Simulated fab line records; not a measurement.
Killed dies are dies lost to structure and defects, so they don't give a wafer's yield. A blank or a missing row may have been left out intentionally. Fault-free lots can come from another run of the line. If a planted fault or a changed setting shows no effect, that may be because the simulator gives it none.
Which tool did it? || flow nand harc || 11 lots, 33 wafers sampled, at 7 steps of a route of 1159

WHAT THE GAUGES READ, wafer by wafer
NHARC_THIN_TSV_CD_MEAS_12 targets a cd of 1000 nm. Usual: cd nm 999.0 nm, standard deviation 1.8.
{"lot": "L125", "measured": "day 19 00:47", "on": "cd sem-02", "cd nm (nm)": "999.5 997.5 999.6", "flag": ""}
{"lot": "L126", "measured": "day 19 05:46", "on": "cd sem-03", "cd nm (nm)": "997.5 996.9 999.4", "flag": ""}
{"lot": "L121", "measured": "day 19 16:31", "on": "cd sem-01", "cd nm (nm)": "999.0 995.7 999.5", "flag": ""}
{"lot": "L124", "measured": "day 19 17:43", "on": "cd sem-03", "cd nm (nm)": "1003.3 1001.9 998.2", "flag": ""}
{"lot": "L130", "measured": "day 20 09:45", "on": "cd sem-03", "cd nm (nm)": "996.6 997.9 997.1", "flag": ""}
{"lot": "L131", "measured": "day 20 16:45", "on": "cd sem-01", "cd nm (nm)": "1000.7 999.8 1001.5", "flag": ""}
{"lot": "L128", "measured": "day 20 21:51", "on": "cd sem-02", "cd nm (nm)": "998.4 999.8 998.6", "flag": ""}
{"lot": "L133", "measured": "day 22 13:05", "on": "cd sem-03", "cd nm (nm)": "1008.9 1010.0 1004.6", "flag": "OFF"}
{"lot": "L141", "measured": "day 23 07:14", "on": "cd sem-02", "cd nm (nm)": "1006.6 1008.8 1009.1", "flag": "OFF"}
{"lot": "L144", "measured": "day 23 19:22", "on": "cd sem-03", "cd nm (nm)": "1000.1 999.9 999.3", "flag": ""}
{"lot": "L142", "measured": "day 24 01:38", "on": "cd sem-02", "cd nm (nm)": "999.9 1002.0 1001.5", "flag": ""}

NHARC_THIN_TSV_CD_MEAS_37. Usual: cd nm 4998.7 nm, standard deviation 2.6.
{"lot": "L125", "measured": "day 19 08:26", "on": "cd sem-03", "cd nm (nm)": "4997.6 4996.9 5000.1", "flag": ""}
{"lot": "L126", "measured": "day 19 13:14", "on": "cd sem-03", "cd nm (nm)": "4997.5 4996.6 4996.4", "flag": ""}
{"lot": "L121", "measured": "day 20 00:16", "on": "cd sem-02", "cd nm (nm)": "4998.9 4996.5 4997.8", "flag": ""}
{"lot": "L124", "measured": "day 20 01:39", "on": "cd sem-01", "cd nm (nm)": "5006.6 5003.2 4997.0", "flag": ""}
{"lot": "L130", "measured": "day 20 17:16", "on": "cd sem-03", "cd nm (nm)": "4994.6 4999.3 5001.4", "flag": ""}
{"lot": "L131", "measured": "day 21 00:14", "on": "cd sem-02", "cd nm (nm)": "5003.5 5001.8 5004.5", "flag": ""}
{"lot": "L128", "measured": "day 21 05:17", "on": "cd sem-01", "cd nm (nm)": "4998.9 5000.0 4997.0", "flag": ""}
{"lot": "L133", "measured": "day 22 20:39", "on": "cd sem-03", "cd nm (nm)": "5008.7 5007.7 5003.7", "flag": "OFF"}
{"lot": "L141", "measured": "day 23 14:34", "on": "cd sem-03", "cd nm (nm)": "5006.2 5006.9 5009.0", "flag": "OFF"}
{"lot": "L144", "measured": "day 24 02:49", "on": "cd sem-03", "cd nm (nm)": "4994.7 5000.4 4996.5", "flag": ""}
{"lot": "L142", "measured": "day 24 08:59", "on": "cd sem-01", "cd nm (nm)": "5000.5 5002.8 4998.3", "flag": ""}

NHARC_END_SORT_01. Usual: defect limited yield 95.4 %, standard deviation 1.4; killed at array 27, standard deviation 9.3; killed at other 0.9, standard deviation 1.3; killed at periphery 3.6, standard deviation 2.7; killed dies 31, standard deviation 9.7; killed open 3.3, standard deviation 1.8; killed short 2.0, standard deviation 1.5; sort_bin_2_pct 1.4 %, standard deviation 0.63; sort_bin_3_pct 0.25 %, standard deviation 0.21; sort_bin_4_pct 2.9 %, standard deviation 0.93; sort n pass 646, standard deviation 9.7; sort rim yield pct 95 %, standard deviation 3.1; sort yield pct 95.4 %, standard deviation 1.4.
{"lot": "L131", "measured": "day 21 08:33", "on": "prober-01", "defect limited yield (%)": "95.7 94.8 95.0", "killed at array": "25 24 26", "killed at other": "2 4 0", "killed at periphery": "2 7 8", "killed dies": "29 35 34", "killed open": "1 3 3", "killed short": "0 0 2", "sort_bin_2_pct (%)": "0.7 1.6 1.9", "sort_bin_3_pct (%)": "0.15 0.59 0.15", "sort_bin_4_pct (%)": "3.4 3.0 3.0", "sort n pass": "648 642 643", "sort rim yield pct (%)": "95 95 97", "sort yield pct (%)": "95.7 94.8 95.0", "flag": ""}
{"lot": "L133", "measured": "day 23 03:10", "on": "prober-02", "defect limited yield (%)": "94.7 95.7 95.4", "killed at array": "31 28 29", "killed at other": "1 0 1", "killed at periphery": "4 1 1", "killed dies": "36 29 31", "killed open": "4 6 1", "killed short": "2 0 3", "sort_bin_2_pct (%)": "1.5 1.5 1.3", "sort_bin_3_pct (%)": "0 0.15 0.30", "sort_bin_4_pct (%)": "3.8 2.7 3.0", "sort n pass": "641 648 646", "sort rim yield pct (%)": "95 96 97", "sort yield pct (%)": "94.7 95.7 95.4", "flag": ""}

EACH LOT AND THE TOOL THAT RAN IT (in order: tool; ch and the chambers of the sampled wafers; start)
{"lot": "L125", "NHARC_THIN_TSV_CMP_01": "cmp-01 ch 0,1,3, day 18 23:29", "NHARC_THIN_TSV_EXPOSE_09": "krf scanner-01 ch 0, day 19 00:38", "NHARC_THIN_TSV_ETCH_44": "rie diel-04 ch 0,1,3, day 19 01:03", "NHARC_THIN_TSV_ETCH_15": "rie si-05 ch 0,1,2, day 19 01:38"}
{"lot": "L126", "NHARC_THIN_TSV_CMP_01": "cmp-01 ch 1,2,3, day 19 04:35", "NHARC_THIN_TSV_EXPOSE_09": "krf scanner-01 ch 0, day 19 05:37", "NHARC_THIN_TSV_ETCH_44": "rie diel-04 ch 0,2,3, day 19 06:04", "NHARC_THIN_TSV_ETCH_15": "rie si-03 ch 0,1,3, day 19 06:35"}
{"lot": "L121", "NHARC_THIN_TSV_CMP_01": "cmp-02 ch 0,1,2, day 19 15:13", "NHARC_THIN_TSV_EXPOSE_09": "krf scanner-02 ch 0, day 19 16:22", "NHARC_THIN_TSV_ETCH_44": "rie diel-11 ch 0,2, day 19 16:49", "NHARC_THIN_TSV_ETCH_15": "rie si-03 ch 0,2, day 19 17:20"}
{"lot": "L124", "NHARC_THIN_TSV_CMP_01": "cmp-04 ch 1,2,3, day 19 16:23", "NHARC_THIN_TSV_EXPOSE_09": "krf scanner-01 ch 0, day 19 17:34", "NHARC_THIN_TSV_ETCH_44": "rie diel-04 ch 0,1,3, day 19 17:58", "NHARC_THIN_TSV_ETCH_15": "rie si-05 ch 0,1,3, day 19 18:33"}
{"lot": "L130", "NHARC_THIN_TSV_CMP_01": "cmp-02 ch 0,1, day 20 08:27", "NHARC_THIN_TSV_EXPOSE_09": "krf scanner-02 ch 0, day 20 09:35", "NHARC_THIN_TSV_ETCH_44": "rie diel-09 ch 0,1, day 20 10:05", "NHARC_THIN_TSV_ETCH_15": "rie si-05 ch 0,1,2, day 20 10:43"}
{"lot": "L131", "NHARC_THIN_TSV_CMP_01": "cmp-02 ch 1,2,3, day 20 15:24", "NHARC_THIN_TSV_EXPOSE_09": "krf scanner-01 ch 0, day 20 16:35", "NHARC_THIN_TSV_ETCH_44": "rie diel-11 ch 0,1,2, day 20 16:59", "NHARC_THIN_TSV_ETCH_15": "rie si-05 ch 0,1,3, day 20 17:34"}
{"lot": "L128", "NHARC_THIN_TSV_CMP_01": "cmp-04 ch 1,2,3, day 20 20:39", "NHARC_THIN_TSV_EXPOSE_09": "krf scanner-01 ch 0, day 20 21:41", "NHARC_THIN_TSV_ETCH_44": "rie diel-09 ch 0,1, day 20 22:06", "NHARC_THIN_TSV_ETCH_15": "rie si-03 ch 1,2,3, day 20 22:40"}
{"lot": "L133", "NHARC_THIN_TSV_CMP_01": "cmp-04 ch 0,1, day 22 11:54", "NHARC_THIN_TSV_EXPOSE_09": "krf scanner-02 ch 0, day 22 12:56", "NHARC_THIN_TSV_ETCH_44": "rie diel-11 ch 1,2,3, day 22 13:27", "NHARC_THIN_TSV_ETCH_15": "rie si-01 ch 0,1, day 22 13:56"}
{"lot": "L141", "NHARC_THIN_TSV_CMP_01": "cmp-04 ch 2,3, day 23 05:45", "NHARC_THIN_TSV_EXPOSE_09": "krf scanner-02 ch 0, day 23 07:04", "NHARC_THIN_TSV_ETCH_44": "rie diel-04 ch 0,2, day 23 07:32", "NHARC_THIN_TSV_ETCH_15": "rie si-05 ch 1,2,3, day 23 08:04"}
{"lot": "L144", "NHARC_THIN_TSV_CMP_01": "cmp-01 ch 0,1,3, day 23 18:13", "NHARC_THIN_TSV_EXPOSE_09": "krf scanner-01 ch 0, day 23 19:13", "NHARC_THIN_TSV_ETCH_44": "rie diel-09 ch 0,1,2, day 23 19:43", "NHARC_THIN_TSV_ETCH_15": "rie si-05 ch 0,2,3, day 23 20:12"}
{"lot": "L142", "NHARC_THIN_TSV_CMP_01": "cmp-04 ch 0,2,3, day 24 00:27", "NHARC_THIN_TSV_EXPOSE_09": "krf scanner-03 ch 0, day 24 01:29", "NHARC_THIN_TSV_ETCH_44": "rie diel-09 ch 0,1,2, day 24 01:59", "NHARC_THIN_TSV_ETCH_15": "rie si-05 ch 1,3, day 24 02:35"}
- NHARC_THIN_TSV_CMP_01: polishes.
- NHARC_THIN_TSV_EXPOSE_09: exposes mask TSV.
- NHARC_THIN_TSV_ETCH_44: etches the open film in CF4/O2, target depth 1594.2 nm, time 797.1 s.
- NHARC_THIN_TSV_ETCH_15: target depth 3000 nm, bosch target overetch cycles 2, bosch etch step 2.8 s.

WHAT THE TOOLS THEMSELVES READ (means of the sampled wafers that have a number; where no wafer has one, the mark that the record gives instead)
NHARC_THIN_TSV_CMP_01. Usual: motor current A 12.2 A, standard deviation 1.5; slurry filter dp kPa 13.51 kPa, standard deviation 0.13.
{"lot": "L125", "tool": "cmp-01", "motor current A (A)": 13.0, "slurry filter dp kPa (kPa)": 13.40, "flag": ""}
{"lot": "L126", "tool": "cmp-01", "motor current A (A)": 12.5, "slurry filter dp kPa (kPa)": 13.42, "flag": ""}
{"lot": "L121", "tool": "cmp-02", "motor current A (A)": 13.4, "slurry filter dp kPa (kPa)": 13.40, "flag": ""}
{"lot": "L124", "tool": "cmp-04", "motor current A (A)": 12.4, "slurry filter dp kPa (kPa)": 13.34, "flag": ""}
{"lot": "L130", "tool": "cmp-02", "motor current A (A)": 15.1, "slurry filter dp kPa (kPa)": 13.47, "flag": ""}
{"lot": "L131", "tool": "cmp-02", "motor current A (A)": 12.0, "slurry filter dp kPa (kPa)": 13.58, "flag": ""}
{"lot": "L128", "tool": "cmp-04", "motor current A (A)": 12.2, "slurry filter dp kPa (kPa)": 13.42, "flag": ""}
{"lot": "L133", "tool": "cmp-04", "motor current A (A)": 11.9, "slurry filter dp kPa (kPa)": 13.50, "flag": ""}
{"lot": "L141", "tool": "cmp-04", "motor current A (A)": 10.9, "slurry filter dp kPa (kPa)": 13.47, "flag": ""}
{"lot": "L144", "tool": "cmp-01", "motor current A (A)": 13.0, "slurry filter dp kPa (kPa)": 13.66, "flag": ""}
{"lot": "L142", "tool": "cmp-04", "motor current A (A)": 10.7, "slurry filter dp kPa (kPa)": 13.58, "flag": ""}

NHARC_THIN_TSV_EXPOSE_09. Usual: exposure dose mJ cm2 30.70, standard deviation 0.031.
{"lot": "L125", "tool": "krf scanner-01", "exposure dose mJ cm2": 30.70, "flag": ""}
{"lot": "L126", "tool": "krf scanner-01", "exposure dose mJ cm2": 30.75, "flag": ""}
{"lot": "L121", "tool": "krf scanner-02", "exposure dose mJ cm2": 30.68, "flag": ""}
{"lot": "L124", "tool": "krf scanner-01", "exposure dose mJ cm2": 30.75, "flag": ""}
{"lot": "L130", "tool": "krf scanner-02", "exposure dose mJ cm2": 30.71, "flag": ""}
{"lot": "L131", "tool": "krf scanner-01", "exposure dose mJ cm2": 30.71, "flag": ""}
{"lot": "L128", "tool": "krf scanner-01", "exposure dose mJ cm2": 30.66, "flag": ""}
{"lot": "L133", "tool": "krf scanner-02", "exposure dose mJ cm2": 42.72, "flag": "OFF"}
{"lot": "L141", "tool": "krf scanner-02", "exposure dose mJ cm2": 42.73, "flag": "OFF"}
{"lot": "L144", "tool": "krf scanner-01", "exposure dose mJ cm2": 30.68, "flag": ""}
{"lot": "L142", "tool": "krf scanner-03", "exposure dose mJ cm2": 30.75, "flag": ""}

NHARC_THIN_TSV_ETCH_44. Usual: drypump motor current A 5.6 A, standard deviation 0.37; oes product au 1.003 a.u., standard deviation 0.01; rf fwd power W 299.4 W, standard deviation 0.95; rf vpp V 793 V, standard deviation 4.5; showerhead plenum p Torr 1.81 Torr, standard deviation 0.074; throttle valve pct 16.914 %, standard deviation 0.0087.
{"lot": "L125", "tool": "rie diel-04", "drypump motor current A (A)": 5.4, "oes product au (a.u.)": 1.003, "rf fwd power W (W)": 298.8, "rf vpp V (V)": 791, "showerhead plenum p Torr (Torr)": 1.77, "throttle valve pct (%)": 16.922, "flag": ""}
{"lot": "L126", "tool": "rie diel-04", "drypump motor current A (A)": 5.6, "oes product au (a.u.)": 1.002, "rf fwd power W (W)": 298.8, "rf vpp V (V)": 792, "showerhead plenum p Torr (Torr)": 1.79, "throttle valve pct (%)": 16.923, "flag": ""}
{"lot": "L121", "tool": "rie diel-11", "drypump motor current A (A)": 5.2, "oes product au (a.u.)": 1.006, "rf fwd power W (W)": 299.8, "rf vpp V (V)": 793, "showerhead plenum p Torr (Torr)": 1.80, "throttle valve pct (%)": 16.912, "flag": ""}
{"lot": "L124", "tool": "rie diel-04", "drypump motor current A (A)": 5.3, "oes product au (a.u.)": 0.997, "rf fwd power W (W)": 299.6, "rf vpp V (V)": 791, "showerhead plenum p Torr (Torr)": 1.77, "throttle valve pct (%)": 16.913, "flag": ""}
{"lot": "L130", "tool": "rie diel-09", "drypump motor current A (A)": 5.6, "oes product au (a.u.)": 1.009, "rf fwd power W (W)": 299.6, "rf vpp V (V)": 796, "showerhead plenum p Torr (Torr)": 1.85, "throttle valve pct (%)": 16.919, "flag": ""}
{"lot": "L131", "tool": "rie diel-11", "drypump motor current A (A)": 5.4, "oes product au (a.u.)": 1.005, "rf fwd power W (W)": 299.2, "rf vpp V (V)": 792, "showerhead plenum p Torr (Torr)": 1.78, "throttle valve pct (%)": 16.914, "flag": ""}
{"lot": "L128", "tool": "rie diel-09", "drypump motor current A (A)": 5.6, "oes product au (a.u.)": 1.004, "rf fwd power W (W)": 299.9, "rf vpp V (V)": 796, "showerhead plenum p Torr (Torr)": 1.85, "throttle valve pct (%)": 16.920, "flag": ""}
{"lot": "L133", "tool": "rie diel-11", "drypump motor current A (A)": 5.7, "oes product au (a.u.)": 1.007, "rf fwd power W (W)": 299.3, "rf vpp V (V)": 791, "showerhead plenum p Torr (Torr)": 1.76, "throttle valve pct (%)": 16.912, "flag": ""}
{"lot": "L141", "tool": "rie diel-04", "drypump motor current A (A)": 5.5, "oes product au (a.u.)": 0.999, "rf fwd power W (W)": 300.6, "rf vpp V (V)": 796, "showerhead plenum p Torr (Torr)": 1.86, "throttle valve pct (%)": 16.916, "flag": ""}
{"lot": "L144", "tool": "rie diel-09", "drypump motor current A (A)": 5.6, "oes product au (a.u.)": 0.995, "rf fwd power W (W)": 299.0, "rf vpp V (V)": 796, "showerhead plenum p Torr (Torr)": 1.86, "throttle valve pct (%)": 16.914, "flag": ""}
{"lot": "L142", "tool": "rie diel-09", "drypump motor current A (A)": 5.6, "oes product au (a.u.)": 0.994, "rf fwd power W (W)": 299.7, "rf vpp V (V)": 796, "showerhead plenum p Torr (Torr)": 1.86, "throttle valve pct (%)": 16.913, "flag": ""}

NHARC_THIN_TSV_ETCH_15. Usual: drypump motor current A 5.8 A, standard deviation 0.45.
{"lot": "L125", "tool": "rie si-05", "drypump motor current A (A)": 6.0, "flag": ""}
{"lot": "L126", "tool": "rie si-03", "drypump motor current A (A)": 6.0, "flag": ""}
{"lot": "L121", "tool": "rie si-03", "drypump motor current A (A)": 6.0, "flag": ""}
{"lot": "L124", "tool": "rie si-05", "drypump motor current A (A)": 5.9, "flag": ""}
{"lot": "L130", "tool": "rie si-05", "drypump motor current A (A)": 6.1, "flag": ""}
{"lot": "L131", "tool": "rie si-05", "drypump motor current A (A)": 5.9, "flag": ""}
{"lot": "L128", "tool": "rie si-03", "drypump motor current A (A)": 5.7, "flag": ""}
{"lot": "L133", "tool": "rie si-01", "drypump motor current A (A)": 5.5, "flag": ""}
{"lot": "L141", "tool": "rie si-05", "drypump motor current A (A)": 6.2, "flag": ""}
{"lot": "L144", "tool": "rie si-05", "drypump motor current A (A)": 6.3, "flag": ""}
{"lot": "L142", "tool": "rie si-05", "drypump motor current A (A)": 5.8, "flag": ""}

THE ANSWER, worked out from the rows above alone
Rule: take the mean of a lot's wafers that have a number; if it is more than 3 standard deviations from the usual mean, the lot is off. A lot without any number at a reading at which 4 lots or more have one is off too. All remaining lots with rows at the step are treated as sound. First the gauges in route order, then the tools' own readings, where a lot's mean is used as printed above. At the first step where some lot is off, the reading lying furthest off is the one used; lots without a number count as furthest.
Off: L133, L141, at NHARC_THIN_TSV_CD_MEAS_12 (cd nm).
If a tool, at a process step before that reading, ran all the lots that are off and no sound lot after the first of them, it fits. Not tried: the gauges at NHARC_THIN_TSV_CD_MEAS_12; whatever is off there is also off at NHARC_THIN_TSV_EXPOSE_09, on other tools, and gauge error can't account for it. One candidate fits, namely krf scanner-02 at NHARC_THIN_TSV_EXPOSE_09. A fault onset in the window from L130 (day 20 09:35, its last sound lot) to L133 (day 22 12:56, its first lot off) fits.
The tool's own readings at NHARC_THIN_TSV_EXPOSE_09 bear it out: on the lots that are off they differ by more than 5 times the standard deviation of the sound lots' means. exposure dose mJ cm2 reads 42.72 there against 30.71 on the sound lots.

WHAT THE SIMULATOR HAD INSERTED
Process parameters drifting: krf scanner-02 at NHARC_THIN_TSV_EXPOSE_09, beginning at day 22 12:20. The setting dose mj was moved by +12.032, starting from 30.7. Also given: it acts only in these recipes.
Struck lots among those shown: L133, L141. The same result came from the rule above.
